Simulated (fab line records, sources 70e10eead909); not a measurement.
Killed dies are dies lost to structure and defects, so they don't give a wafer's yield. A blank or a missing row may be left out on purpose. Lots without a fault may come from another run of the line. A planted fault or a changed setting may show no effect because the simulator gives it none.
Chamber matching | flow nand_harc | NHARC_A_CHANNEL_FILL_D2_STRIP_28 on rie_diel-02: 4 sister chambers
The step strips in O2, time 20 s. 14 wafers are shown with their chamber, then 7 later ones without.

WAFERS WITH THEIR CHAMBER
wafer  | chamber | showerhead_plenum_p_Torr (Torr) | drypump_motor_current_A (A) | oes_product_au (a.u.)
L104.1 | 1       | 3.37                            | 5.7                         | 0.999
L104.2 | 0       | 3.38                            | 5.7                         | 1.002
L104.4 | 2       | 3.31                            | 6.4                         | 1.018
L106.3 | 3       | 3.49                            | 5.3                         | 0.984
L106.4 | 0       | 3.38                            | 5.6                         | 0.993
L106.5 | 2       | 3.31                            | 6.4                         | 1.005
L107.1 | 0       | 3.38                            | 5.6                         | 0.989
L107.3 | 1       | 3.37                            | 5.7                         | 0.995
L107.5 | 2       | 3.31                            | 6.3                         | 1.001
L110.4 | 1       | 3.37                            | 5.7                         | 1.009
L110.5 | 3       | 3.49                            | 5.3                         | 1.001
L110.6 | 0       | 3.37                            | 5.7                         | 0.992
L117.1 | 2       | 3.31                            | 6.4                         | 1.000
L117.2 | 1       | 3.37                            | 5.7                         | 0.992

SIGNATURES (means of the wafers above)
reading                  | chamber 0 | chamber 1 | chamber 2 | chamber 3 | scatter within a chamber
showerhead_plenum_p_Torr | 3.3775    | 3.3700    | 3.3100    | 3.4900    | 0.00274
drypump_motor_current_A  | 5.650     | 5.700     | 6.375     | 5.300     | 0.0418
oes_product_au           | 0.99400   | 0.99875   | 1.00600   | 0.99250   | 0.00781
Rule: a wafer's distance from a chamber is the root of the sum, over the readings, of the square of ((its reading less the chamber's mean) divided by the reading's scatter). The wafer belongs to the nearest chamber; if the next one is less than 2 further off, it can't be placed. The scatter: the root of (the sum of the squares of (reading less its chamber's mean) over the shown wafers, divided by (wafers less chambers)).

WAFERS WITHOUT THEIR CHAMBER
wafer  | showerhead_plenum_p_Torr (Torr) | drypump_motor_current_A (A) | oes_product_au (a.u.)
L117.4 | 3.37                            | 5.7                         | 1.001
L125.1 | 3.37                            | 5.7                         | 0.996
L125.2 | 3.37                            | 5.7                         | 1.000
L125.6 | 3.37                            | 5.7                         | 1.001
L126.1 | 3.49                            | 5.3                         | 0.993
L126.2 | 3.37                            | 5.6                         | 0.988
L126.6 | 3.37                            | 5.7                         | 0.989

WHICH CHAMBER EACH WENT THROUGH
wafer  | from the rows above     | in truth
L117.4 | 1                       | 1
L125.1 | 1                       | 1
L125.2 | 1                       | 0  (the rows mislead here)
L125.6 | 1                       | 1
L126.1 | 3                       | 3
L126.2 | can't be placed: 1 or 0 | 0
L126.6 | can't be placed: 1 or 0 | 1
Placed correctly: 4 of 7. Can't be placed from these rows: 2 (the true chamber is among the candidates in 2). Placed wrongly: 1.
